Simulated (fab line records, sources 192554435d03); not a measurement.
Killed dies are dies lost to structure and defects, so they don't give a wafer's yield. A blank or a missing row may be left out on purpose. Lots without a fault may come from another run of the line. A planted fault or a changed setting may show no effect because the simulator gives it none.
fab line records | flow n5_finfet
record lots=7 wafers=21
route steps=1938 shown BEOL_M0_SAQP@686 BEOL_M1@758 BEOL_M2@860 BEOL_M3@957
start_h: hours from the record's first day to the start of the lot's first wafer shown | wait_h: hours since the lot's step before | " the same as in the row above | L1.1+2: a row that stands for several wafers | - no value, or no start given | * or withheld: withheld | < > ~ a bound
route shown NAME@n: a module of which the file shows steps, and the number in the route of the first | usual: mean/standard deviation of fault-free wafers | same: alike in all rows | chamber/n: place in a boat | sites: the reading at each site | _std_site: their standard deviation | _edge_site: outer sites' mean less inner sites' | radius_mm: how far each site lies from the wafer's centre | mask NAME#n: copy n | behind: the tool/chamber that last shaped the wafer | hold: why the lot was held/for how many hours/how that ended | device: the transistor (n, p or np) that didn't switch | end of line: the same wafers' tests at the end of the route | a step without rows: its recipe alone | killed: dies lost to structure and defects at the first sort, not the wafer's yield | map: a wafer's dies, x killed, . not, _ none there
set.NAME: the setting as run; set.NAME@STEP: as run at that earlier step | model.NAME: the simulator's own value behind a step, which no gauge read
lots whose settings were changed on purpose; a table a step, a row a wafer
## steps
# step N5_BEOL_M0_SAQP_EXPOSE_37
# recipe mask_id=M0_CUT1 na=0.33 source_shape=annular sigma_inner=0.35 sigma_outer=0.8 polarization=unpolarized target_cd_nm=30 dose_mj=44.75
# columns lot.wafer tool chamber start_h wait_h mask set.dose_mj
L076.1+2+5 euv_scanner-02 0 132.15 - M0_CUT1#0 44.75
L080.3+5 euv_scanner-02 0 151.06 - M0_CUT1#0 44.75
L080.6 " 0 " " M0_CUT1#0 45.75
L088.2 euv_scanner-02 0 202.91 - M0_CUT1#0 44.75
L088.5+6 " 0 " " M0_CUT1#0 46.43
L089.2+5+6 euv_scanner-02 0 203.43 - M0_CUT1#0 44.75
L092.1+3 euv_scanner-02 0 226.28 - M0_CUT1#0 44.75
L092.4 " 0 " " M0_CUT1#0 42.48
L095.1+6 euv_scanner-01 0 235.76 - M0_CUT1#0 46.54
L095.4 " 0 " " M0_CUT1#0 44.75
L097.2+6 euv_scanner-02 0 253.02 - M0_CUT1#0 47.64
L097.3 " 0 " " M0_CUT1#0 44.75
# step N5_BEOL_M0_SAQP_PEB_38
# recipe peb_temp_c=100 peb_time_s=60 resist=CAR-EUV
# step N5_BEOL_M0_SAQP_DEVELOP_39
# recipe develop_time_s=30 developer=TMAH resist=CAR-EUV rinse_liquid=surfactant_rinse dry=air_spin dev_temp_c=23
# step N5_BEOL_M0_SAQP_CD_MEAS_40
# recipe target_cd_nm=30 landing_energy_ev=500 detector=se_inlens
# usual cd_nm=30.04/0.24
# columns lot.wafer tool chamber start_h wait_h set.dose_mj@BEOL_M0_SAQP_EXPOSE_37 cd_nm
L076.1 cd_sem-01 0 132.28 - 44.75 30.04
L076.2 " 0 " " 44.75 30.03
L076.5 " 0 " " 44.75 30.07
L080.3 cd_sem-01 0 151.18 - 44.75 30.58
L080.5 " 0 " " 44.75 30.24
L080.6 " 0 " " 45.75 30.06
L088.2 cd_sem-03 0 203.04 - 44.75 29.88
L088.5 " 0 " " 46.43 30.78
L088.6 " 0 " " 46.43 30.43
L089.2 cd_sem-01 0 203.56 - 44.75 29.70
L089.5 " 0 " " 44.75 30.15
L089.6 " 0 " " 44.75 29.92
L092.1 cd_sem-01 0 226.41 - 44.75 30.05
L092.3 " 0 " " 44.75 30.18
L092.4 " 0 " " 42.48 28.93
L095.1 cd_sem-02 0 235.90 - 46.54 30.97
L095.4 " 0 " " 44.75 29.99
L095.6 " 0 " " 46.54 30.62
L097.2 cd_sem-01 0 253.15 - 47.64 31.77
L097.3 " 0 " " 44.75 29.83
L097.6 " 0 " " 47.64 31.76
# step N5_BEOL_M0_SAQP_DESCUM_45
# recipe chemistry=O2 time_s=7 source_power_w=50 bias_power_w=20 pressure_mtorr=20 rf_frequency_hz=2.712e+07 temp_c=40 resist=CAR-EUV o2_flow_sccm=225
# columns lot.wafer tool chamber start_h wait_h set.dose_mj@BEOL_M0_SAQP_EXPOSE_37 model.BEOL_M0_SAQP.cd_nm
L076.1 rie_diel-05 0 132.41 0.0 44.75 30.2
L076.2+5 " 2 " " 44.75 30
L080.3 rie_diel-02 0 151.88 0.6 44.75 30.4
L080.5 " 1 " " 44.75 30.2
L080.6 " 3 " " 45.75 30.4
L088.2 rie_diel-04 1 203.16 0.0 44.75 30.2
L088.5+6 " 1,2 " " 46.43 31
L089.2 rie_diel-05 3 203.68 0.0 44.75 30
L089.5+6 " 0,3 " " 44.75 30.2
L092.1 rie_diel-05 2 226.53 0.0 44.75 30
L092.3 " 0 " " 44.75 30.2
L092.4 " 1 " " 42.48 28.8
L095.1 rie_diel-04 0 236.06 0.1 46.54 30.4
L095.4 " 1 " " 44.75 30
L095.6 " 3 " " 46.54 30.8
L097.2 rie_diel-04 1 253.27 0.0 47.64 32
L097.3 " 2 " " 44.75 30
L097.6 " 0 " " 47.64 31.2
# step N5_BEOL_M0_SAQP_ETCH_88
# recipe chemistry=N2/H2 target=underlayer target_depth_a=65 time_s=5.2 ion_energy_ev=200 mask_material=CAR-EUV pressure_mtorr=30 source_w=840 bias_w=150 n2_flow_sccm=200 h2_flow_sccm=200 ends=cleared
# columns lot.wafer tool chamber start_h wait_h set.dose_mj@BEOL_M0_SAQP_EXPOSE_37 model.BEOL_M0_SAQP.cd_nm
L076.1+2+5 rie_diel-05 0,2,2 132.44 0.0 44.75 30
L080.3 rie_diel-02 0 151.92 0.0 44.75 30.4
L080.5 " 1 " " 44.75 30.2
L080.6 " 3 " " 45.75 30.2
L088.2 rie_diel-04 1 203.20 0.0 44.75 30.2
L088.5+6 " 1,2 " " 46.43 31
L089.2 rie_diel-05 3 203.72 0.0 44.75 30
L089.5+6 " 0,3 " " 44.75 30.2
L092.1 rie_diel-05 2 226.57 0.0 44.75 30
L092.3 " 0 " " 44.75 30.2
L092.4 " 1 " " 42.48 28.8
L095.1 rie_diel-04 0 236.09 0.0 46.54 30.6
L095.4 " 1 " " 44.75 30
L095.6 " 3 " " 46.54 30.8
L097.2 rie_diel-04 1 253.30 0.0 47.64 32
L097.3 " 2 " " 44.75 30.2
L097.6 " 0 " " 47.64 31.2
# step N5_BEOL_M0_SAQP_ETCH_73
# recipe chemistry=CF4 target=SiARC target_depth_a=195 mask_material=CAR-EUV time_s=32.5 ion_energy_ev=80 pressure_mtorr=40 source_w=545 bias_w=36 Ar_flow_sccm=100 cf4_flow_sccm=100 ends=cleared
# columns lot.wafer tool chamber start_h wait_h set.cf4_flow_sccm set.dose_mj@BEOL_M0_SAQP_EXPOSE_37 model.BEOL_M0_SAQP.cd_nm
L076.1+2+5 rie_diel-05 0,2,2 132.46 0.0 100 44.75 30
L080.3 rie_diel-02 0 151.93 0.0 83.25 44.75 30.4
L080.5 " 1 " " 83.25 44.75 30.2
L080.6 " 3 " " 83.25 45.75 30.4
L088.2 rie_diel-04 1 203.21 0.0 119.7 44.75 30.2
L088.5 " 1 " " 119.7 46.43 31
L088.6 " 2 " " 100 46.43 31
L089.2+5+6 rie_diel-05 3,0,3 203.73 0.0 100 44.75 30
L092.1 rie_diel-05 2 226.59 0.0 100 44.75 30
L092.3 " 0 " " 100 44.75 30.2
L092.4 " 1 " " 100 42.48 28.8
L095.1 rie_diel-04 0 236.11 0.0 120.4 46.54 30.6
L095.4 " 1 " " 120.4 44.75 30.2
L095.6 " 3 " " 100 46.54 30.8
L097.2 rie_diel-04 1 253.32 0.0 100 47.64 32
L097.3 " 2 " " 100 44.75 30.2
L097.6 " 0 " " 100 47.64 31.2
# step N5_BEOL_M0_SAQP_CUT_ETCH_46
# recipe chemistry=N2/H2 target=SOC target_depth_a=1350 overetch_a=270 temp_c=40 time_s=202.5 ion_energy_ev=200 mask_material=SiARC pressure_mtorr=30 source_w=840 bias_w=150 n2_flow_sccm=200 h2_flow_sccm=200
# columns lot.wafer tool chamber start_h wait_h set.dose_mj@BEOL_M0_SAQP_EXPOSE_37 model.BEOL_M0_SAQP.cd_nm
L076.1 rie_diel-05 0 132.49 0.0 44.75 29.6
L076.2 " 2 " " 44.75 30.2
L076.5 " 2 " " 44.75 29.8
L080.3 rie_diel-02 0 151.97 0.0 44.75 30
L080.5 " 1 " " 44.75 29.6
L080.6 " 3 " " 45.75 30
L088.2 rie_diel-04 1 203.24 0.0 44.75 30
L088.5+6 " 1,2 " " 46.43 30.8
L089.2+5+6 rie_diel-05 3,0,3 203.76 0.0 44.75 30
L092.1 rie_diel-05 2 226.62 0.0 44.75 30
L092.3 " 0 " " 44.75 29.6
L092.4 " 1 " " 42.48 28
L095.1 rie_diel-04 0 236.14 0.0 46.54 30.4
L095.4 " 1 " " 44.75 30
L095.6 " 3 " " 46.54 30.6
L097.2 rie_diel-04 1 253.35 0.0 47.64 32.2
L097.3 " 2 " " 44.75 30
L097.6 " 0 " " 47.64 31.2
# step N5_BEOL_M0_SAQP_STRIP_74
# recipe chemistry=N2/H2 temp_c=40 n2_flow_sccm=200 h2_flow_sccm=200 rf_frequency_hz=6e+07
# step N5_BEOL_M0_SAQP_STRIP_89
# recipe chemistry=N2/H2 temp_c=40 n2_flow_sccm=200 h2_flow_sccm=200 rf_frequency_hz=6e+07
# step N5_BEOL_M0_SAQP_ALD_48
# recipe material=SiO2 target_thk_a=200 temp_c=100 ald_precursor_family=BDEAS ald_co_reactant=O2-plasma pulse_time_s=1 co_reactant_pulse_time_s=1 purge_time_s=2 co_reactant_purge_time_s=2 ald_cycles=139 pressure_torr=2
# step N5_BEOL_M0_SAQP_ETCH_49
# recipe chemistry=CF4/O2 target_depth_a=370 target=SiO2 pressure_mtorr=40 source_w=535 bias_w=49 Ar_flow_sccm=100 cf4_flow_sccm=100 O2_flow_sccm=10 ion_energy_ev=100
# columns lot.wafer tool chamber start_h wait_h set.dose_mj@BEOL_M0_SAQP_EXPOSE_37 model.BEOL_M0_SAQP.cd_nm
L076.1 rie_diel-05 2 133.21 0.3 44.75 29.6
L076.2 " 1 " " 44.75 30.2
L076.5 " 0 " " 44.75 29.8
L080.3 rie_diel-04 3 152.69 0.3 44.75 30
L080.5 " 1 " " 44.75 29.6
L080.6 " 2 " " 45.75 30
L088.2 rie_diel-05 2 204.05 0.3 44.75 30.2
L088.5 " 2 " " 46.43 31
L088.6 " 1 " " 46.43 30.8
L089.2+5 rie_diel-05 2 204.49 0.3 44.75 30
L089.6 " 1 " " 44.75 29.8
L092.1 rie_diel-05 0 227.72 0.3 44.75 29.8
L092.3 " 1 " " 44.75 29.6
L092.4 " 3 " " 42.48 28.2
L095.1 rie_diel-05 2 236.86 0.3 46.54 30.4
L095.4 " 0 " " 44.75 29.8
L095.6 " 3 " " 46.54 30.6
L097.2 rie_diel-04 2 254.12 0.3 47.64 32
L097.3 " 1 " " 44.75 30
L097.6 " 1 " " 47.64 31.2
# step N5_BEOL_M1_COAT_05
# recipe resist=CAR-EUV spin_rpm=1500 resist_thk_nm=30
# columns lot.wafer tool chamber start_h wait_h set.spin_rpm model.CAR-EUV_of_BEOL_M1_COAT_05.thk_nm
L076.1+2+5 litho_track-02 0 - - 1500 30
L080.3 litho_track-02 0 - - 1358 31.4
L080.5+6 " 0 " " 1500 29.8
L088.2 litho_track-04 0 - - 1500 30
L088.5 " 0 " " 1605 29
L088.6 " 0 " " 1605 28.8
L089.2+6 litho_track-05 0 - - 1500 30
L089.5 " 0 " " 1500 29.8
L092.1+3 litho_track-02 0 - - 1500 30
L092.4 " 0 " " 1500 29.8
L095.1+4 litho_track-04 0 - - 1500 30
L095.6 " 0 " " 1395 31.2
L097.2 litho_track-04 0 - - 1640 28.8
L097.3 " 0 " " 1640 29
L097.6 " 0 " " 1500 30.2
# step N5_BEOL_M1_EBR_07
# recipe solvent=PGMEA ebr_width_mm=1.5
# step N5_BEOL_M1_SOFTBAKE_06
# recipe temp_c=110 time_s=60 resist=CAR-EUV
# step N5_BEOL_M1_DESCUM_16
# recipe chemistry=O2 time_s=7 source_power_w=50 bias_power_w=20 pressure_mtorr=20 rf_frequency_hz=2.712e+07 temp_c=40 resist=CAR-EUV o2_flow_sccm=225
# columns lot.wafer tool chamber start_h wait_h set.spin_rpm@BEOL_M1_COAT_05 model.CAR-EUV_of_BEOL_M1_COAT_05.thk_nm
L076.1+2+5 rie_diel-02 2,0,2 141.38 0.0 1500 26
L080.3 rie_diel-04 1 169.64 0.1 1358 27.6
L080.5+6 " 0,3 " " 1500 26
L088.2 rie_diel-04 2 213.67 2.1 1500 26
L088.5+6 " 3,0 " " 1605 25
L089.2+5+6 rie_diel-04 3,3,2 215.36 0.0 1500 26
L092.1+3+4 rie_diel-02 3,2,0 234.82 0.0 1500 26
L095.1+4 rie_diel-04 2,1 243.52 0.1 1500 26.2
L095.6 " 2 " " 1395 27.2
L097.2+3 rie_diel-04 1,0 261.68 0.0 1640 25
L097.6 " 1 " " 1500 26.2
# step N5_BEOL_M1_ETCH_64
# recipe chemistry=N2/H2 target=SOC target_depth_a=750 overetch_a=150 mask_material=SiARC temp_c=40 time_s=112.5 ion_energy_ev=200 pressure_mtorr=30 source_w=840 bias_w=150 n2_flow_sccm=200 h2_flow_sccm=200
# usual rf_vpp_V=524/3.1
# columns lot.wafer tool chamber start_h wait_h set.source_w rf_vpp_V
L076.1 rie_diel-02 2 141.46 0.0 840 527
L076.2 " 0 " " 840 523
L076.5 " 2 " " 840 527
L080.3 rie_diel-04 1 169.72 0.0 733.6 547
L080.5 " 0 " " 733.6 554
L080.6 " 3 " " 840 523
L088.2 rie_diel-04 2 213.75 0.0 840 528
L088.5 " 3 " " 764.9 538
L088.6 " 0 " " 840 528
L089.2 rie_diel-04 3 215.44 0.0 840 521
L089.5 " 3 " " 840 522
L089.6 " 2 " " 840 527
L092.1 rie_diel-02 3 234.90 0.0 840 520
L092.3 " 2 " " 840 528
L092.4 " 0 " " 929.3 506
L095.1 rie_diel-04 2 243.60 0.0 798.6 537
L095.4 " 1 " " 798.6 531
L095.6 " 2 " " 840 528
L097.2 rie_diel-04 1 261.76 0.0 840 523
L097.3 " 0 " " 840 527
L097.6 " 1 " " 892 514
# step N5_BEOL_M1_COAT_22
# recipe resist=CAR-EUV spin_rpm=1500 resist_thk_nm=30
# columns lot.wafer tool chamber start_h wait_h set.spin_rpm model.CAR-EUV_of_BEOL_M1_COAT_22.thk_nm
L076.1 litho_track-04 0 - - 1335 31.8
L076.2+5 " 0 " " 1500 30
L080.3+6 litho_track-02 0 - - 1406 31
L080.5 " 0 " " 1500 30
L088.2+6 litho_track-02 0 - - 1500 30
L088.5 " 0 " " 1500 29.8
L089.2+6 litho_track-05 0 - - 1500 30
L089.5 " 0 " " 1500 29.8
L092.1+4 litho_track-04 0 - - 1417 30.8
L092.3 " 0 " " 1500 30
L095.1+4 litho_track-05 0 - - 1376 31.2
L095.6 " 0 " " 1500 30
L097.2+6 litho_track-05 0 - - 1334 31.8
L097.3 " 0 " " 1500 30
# step N5_BEOL_M1_EBR_24
# recipe solvent=PGMEA ebr_width_mm=1.5
# step N5_BEOL_M1_SOFTBAKE_23
# recipe temp_c=110 time_s=60 resist=CAR-EUV
# step N5_BEOL_M1_EXPOSE_25
# recipe mask_id=V0 na=0.33 source_shape=quasar sigma_inner=0.2 sigma_outer=0.8 polarization=unpolarized defocus_nm=5 target_cd_nm=24 dose_mj=63
# step N5_BEOL_M1_PEB_26
# recipe peb_temp_c=100 peb_time_s=60 resist=CAR-EUV
# step N5_BEOL_M1_DEVELOP_27
# recipe develop_time_s=30 developer=TMAH resist=CAR-EUV rinse_liquid=surfactant_rinse dry=air_spin dev_temp_c=23
# columns lot.wafer tool chamber start_h wait_h set.spin_rpm@BEOL_M1_COAT_22 model.CAR-EUV_of_BEOL_M1_COAT_22.thk_nm
L076.1 litho_track-05 0 - - 1335 31.4
L076.2+5 " 0 " " 1500 29.6
L080.3 litho_track-02 0 - - 1406 30.4
L080.5 " 0 " " 1500 29.4
L080.6 " 0 " " 1406 30.6
L088.2+5+6 litho_track-04 0 - - 1500 29.4
L089.2+6 litho_track-02 0 - - 1500 29.6
L089.5 " 0 " " 1500 29.4
L092.1+4 litho_track-02 0 - - 1417 30.4
L092.3 " 0 " " 1500 29.6
L095.1+4 litho_track-05 0 - - 1376 30.8
L095.6 " 0 " " 1500 29.4
L097.2 litho_track-04 0 - - 1334 31.2
L097.3 " 0 " " 1500 29.4
L097.6 " 0 " " 1334 31.4
# step N5_BEOL_M2_ETCH_64
# recipe chemistry=N2/H2 target=SOC target_depth_a=750 overetch_a=225 mask_material=SiARC temp_c=40 time_s=121.9 ion_energy_ev=200 pressure_mtorr=30 source_w=840 bias_w=150 n2_flow_sccm=200 h2_flow_sccm=200
# columns lot.wafer tool chamber start_h wait_h set.time_s model.SiARC_of_BEOL_M2_COAT_62.thk_nm model.BEOL_M2.cd_offset_nm
L076.1 rie_diel-01 1 151.35 0.0 121.9 6.4 0
L076.2 " 0 " " 143.8 5.6 0.6
L076.5 " 1 " " 143.8 5.2 0.6
L080.3 rie_diel-01 1 180.81 0.0 106.2 7 0.2
L080.5 " 1 " " 106.2 7 0
L080.6 " 2 " " 106.2 7.2 0.4
L088.2 rie_diel-06 3 221.76 0.0 121.9 6.4 0.2
L088.5+6 " 3,2 " " 121.9 6.2 0.4
L089.2+5 rie_diel-01 2 236.75 0.0 121.9 6.6 0
L089.6 " 1 " " 121.9 6.2 0
L092.1 rie_diel-06 3 246.75 0.0 104.8 7.2 -0.4
L092.3 " 2 " " 121.9 6.2 0.2
L092.4 " 1 " " 121.9 6.4 0
L095.1 rie_diel-06 0 251.99 0.0 99.75 7.2 -0.2
L095.4 " 2 " " 121.9 6.2 0.2
L095.6 " 0 " " 99.75 7.4 -0.2
L097.2 rie_diel-03 3 269.97 0.0 132.7 6 0.4
L097.3+6 " 1 " " 121.9 6 0.2
# step N5_BEOL_M2_STRIP_65
# recipe chemistry=N2/H2 temp_c=40 n2_flow_sccm=200 h2_flow_sccm=200 rf_frequency_hz=6e+07
# step N5_BEOL_M2_STRIP_75
# recipe chemistry=N2/H2 temp_c=40 n2_flow_sccm=200 h2_flow_sccm=200 rf_frequency_hz=6e+07
# step N5_BEOL_M2_STRIP_66
# recipe chemistry=CF4 resist=SiARC power_w=300 bias_power_w=75 pressure_mtorr=50 cf4_flow_sccm=150 rf_frequency_hz=6e+07
# step N5_BEOL_M2_HM_OPEN_17
# recipe chemistry=Cl2/BCl3 target_depth_a=200 overetch_a=60 target=TiN mask_material=SOC ion_energy_ev=150 pressure_mtorr=10 icp_w=1000 bias_w=126 Cl2_flow_sccm=53.25 bcl3_flow_sccm=21.75 Ar_flow_sccm=25
# columns lot.wafer tool chamber start_h wait_h set.time_s@BEOL_M2_ETCH_64 model.BEOL_M2.cd_offset_nm
L076.1 rie_metal-03 1 151.53 0.0 121.9 0
L076.2 " 1 " " 143.8 0.6
L076.5 " 1 " " 143.8 0.8
L080.3+6 rie_metal-03 0,1 181.01 0.1 106.2 0.2
L080.5 " 0 " " 106.2 0
L088.2+6 rie_metal-03 1 221.93 0.0 121.9 0.2
L088.5 " 0 " " 121.9 0.4
L089.2+5+6 rie_metal-02 1,1,0 236.92 0.0 121.9 -0.2
L092.1 rie_metal-02 1 246.92 0.0 104.8 -0.2
L092.3+4 " 0,1 " " 121.9 0
L095.1+6 rie_metal-01 1,0 252.16 0.0 99.75 0
L095.4 " 1 " " 121.9 0.4
L097.2 rie_metal-02 1 270.14 0.0 132.7 0.4
L097.3+6 " 0 " " 121.9 0.2
# step N5_BEOL_M2_COAT_22
# recipe resist=CAR-EUV spin_rpm=1500 resist_thk_nm=30
# columns lot.wafer tool chamber start_h wait_h set.spin_rpm model.CAR-EUV_of_BEOL_M2_COAT_22.thk_nm
L076.1+2 litho_track-04 0 - - 1500 30
L076.5 " 0 " " 1437 30.6
L080.3+5+6 litho_track-01 0 - - 1500 30
L088.2+5 litho_track-04 0 - - 1500 30
L088.6 " 0 " " 1422 30.8
L089.2+5+6 litho_track-04 0 - - 1500 30
L092.1+3+4 litho_track-01 0 - - 1500 30
L095.1 litho_track-01 0 - - 1500 30
L095.4 " 0 " " 1582 29.2
L095.6 " 0 " " 1500 29.8
L097.2+3+6 litho_track-01 0 - - 1585 29
# step N5_BEOL_M2_EBR_24
# recipe solvent=PGMEA ebr_width_mm=1.5
# step N5_BEOL_M2_SOFTBAKE_23
# recipe temp_c=110 time_s=60 resist=CAR-EUV
# step N5_BEOL_M2_EXPOSE_25
# recipe mask_id=V1 na=0.33 source_shape=quasar sigma_inner=0.2 sigma_outer=0.8 polarization=unpolarized defocus_nm=5 dose_mj=63
# step N5_BEOL_M2_PEB_26
# recipe peb_temp_c=100 peb_time_s=60 resist=CAR-EUV
# step N5_BEOL_M2_DEVELOP_27
# recipe develop_time_s=30 developer=TMAH resist=CAR-EUV rinse_liquid=surfactant_rinse dry=air_spin dev_temp_c=23
# columns lot.wafer tool chamber start_h wait_h set.spin_rpm@BEOL_M2_COAT_22 model.CAR-EUV_of_BEOL_M2_COAT_22.thk_nm
L076.1 litho_track-04 0 - - 1500 29.4
L076.2 " 0 " " 1500 29.6
L076.5 " 0 " " 1437 30.2
L080.3+6 litho_track-03 0 - - 1500 29.6
L080.5 " 0 " " 1500 29.4
L088.2 litho_track-01 0 - - 1500 29.6
L088.5 " 0 " " 1500 29.4
L088.6 " 0 " " 1422 30.2
L089.2+6 litho_track-04 0 - - 1500 29.6
L089.5 " 0 " " 1500 29.4
L092.1+3 litho_track-04 0 - - 1500 29.4
L092.4 " 0 " " 1500 29.6
L095.1+6 litho_track-03 0 - - 1500 29.4
L095.4 " 0 " " 1582 28.6
L097.2+3+6 litho_track-04 0 - - 1585 28.6
# step N5_BEOL_M3_COAT_67
# recipe resist=SOC temp_c=250 time_s=60 spin_rpm=1500 resist_thk_nm=60
# columns lot.wafer tool chamber start_h wait_h set.spin_rpm model.SOC_of_BEOL_M3_COAT_67.thk_nm
L076.1 litho_track-03 0 168.69 5.8 1419 61.4
L076.2 " 0 " " 1500 59.8
L076.5 " 0 " " 1419 61.6
L080.3 litho_track-02 0 192.13 0.0 1575 58.4
L080.5 " 0 " " 1575 58.2
L080.6 " 0 " " 1500 59.8
L088.2+5+6 litho_track-02 0 230.83 0.0 1500 60
L089.2+6 litho_track-05 0 247.37 0.0 1500 60.2
L089.5 " 0 " " 1500 60
L092.1+4 litho_track-02 0 262.57 0.0 1500 59.8
L092.3 " 0 " " 1544 59.2
L095.1+4 litho_track-03 0 276.72 0.0 1500 60
L095.6 " 0 " " 1381 62.6
L097.2 litho_track-03 0 290.24 0.0 1553 59.2
L097.3 " 0 " " 1553 59.4
L097.6 " 0 " " 1500 60.2
## key
split step=N5_BEOL_M0_SAQP_EXPOSE_37 setting=dose_mj stated=44.75 by=wafer
response step=N5_BEOL_M0_SAQP_CD_MEAS_40 reading=cd_nm change=+0.231 per=1% r=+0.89
response step=N5_BEOL_M0_SAQP_DESCUM_45 reading=model.BEOL_M0_SAQP.cd_nm change=+0.22 per=1% r=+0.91
response step=N5_BEOL_M0_SAQP_ETCH_88 reading=model.BEOL_M0_SAQP.cd_nm change=+0.207 per=1% r=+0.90
response step=N5_BEOL_M0_SAQP_ETCH_73 reading=model.BEOL_M0_SAQP.cd_nm change=+0.203 per=1% r=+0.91
response step=N5_BEOL_M0_SAQP_CUT_ETCH_46 reading=model.BEOL_M0_SAQP.cd_nm change=+0.249 per=1% r=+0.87
response step=N5_BEOL_M0_SAQP_ETCH_49 reading=model.BEOL_M0_SAQP.cd_nm change=+0.232 per=1% r=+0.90
split step=N5_BEOL_M0_SAQP_ETCH_73 setting=cf4_flow_sccm stated=100 by=wafer
response none clear
split step=N5_BEOL_M1_COAT_05 setting=spin_rpm stated=1500 by=wafer
response step=N5_BEOL_M1_COAT_05 reading=model.CAR-EUV_of_BEOL_M1_COAT_05.thk_nm change=-0.158 per=1% r=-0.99
response step=N5_BEOL_M1_DESCUM_16 reading=model.CAR-EUV_of_BEOL_M1_COAT_05.thk_nm change=-0.147 per=1% r=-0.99
split step=N5_BEOL_M1_ETCH_64 setting=source_w stated=840 by=wafer
response step=N5_BEOL_M1_ETCH_64 reading=rf_vpp_V change=-1.72 per=1% r=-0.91
split step=N5_BEOL_M1_COAT_22 setting=spin_rpm stated=1500 by=wafer
response step=N5_BEOL_M1_COAT_22 reading=model.CAR-EUV_of_BEOL_M1_COAT_22.thk_nm change=-0.158 per=1% r=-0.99
response step=N5_BEOL_M1_DEVELOP_27 reading=model.CAR-EUV_of_BEOL_M1_COAT_22.thk_nm change=-0.167 per=1% r=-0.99
split step=N5_BEOL_M2_ETCH_64 setting=time_s stated=121.9 by=wafer
response step=N5_BEOL_M2_ETCH_64 reading=model.SiARC_of_BEOL_M2_COAT_62.thk_nm change=-0.0545 per=1% r=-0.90
response step=N5_BEOL_M2_ETCH_64 reading=model.BEOL_M2.cd_offset_nm change=+0.0289 per=1% r=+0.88
response step=N5_BEOL_M2_HM_OPEN_17 reading=model.BEOL_M2.cd_offset_nm change=+0.0263 per=1% r=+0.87
split step=N5_BEOL_M2_COAT_22 setting=spin_rpm stated=1500 by=wafer
response step=N5_BEOL_M2_COAT_22 reading=model.CAR-EUV_of_BEOL_M2_COAT_22.thk_nm change=-0.141 per=1% r=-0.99
response step=N5_BEOL_M2_DEVELOP_27 reading=model.CAR-EUV_of_BEOL_M2_COAT_22.thk_nm change=-0.147 per=1% r=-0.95
split step=N5_BEOL_M3_COAT_67 setting=spin_rpm stated=1500 by=wafer
response step=N5_BEOL_M3_COAT_67 reading=model.SOC_of_BEOL_M3_COAT_67.thk_nm change=-0.306 per=1% r=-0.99
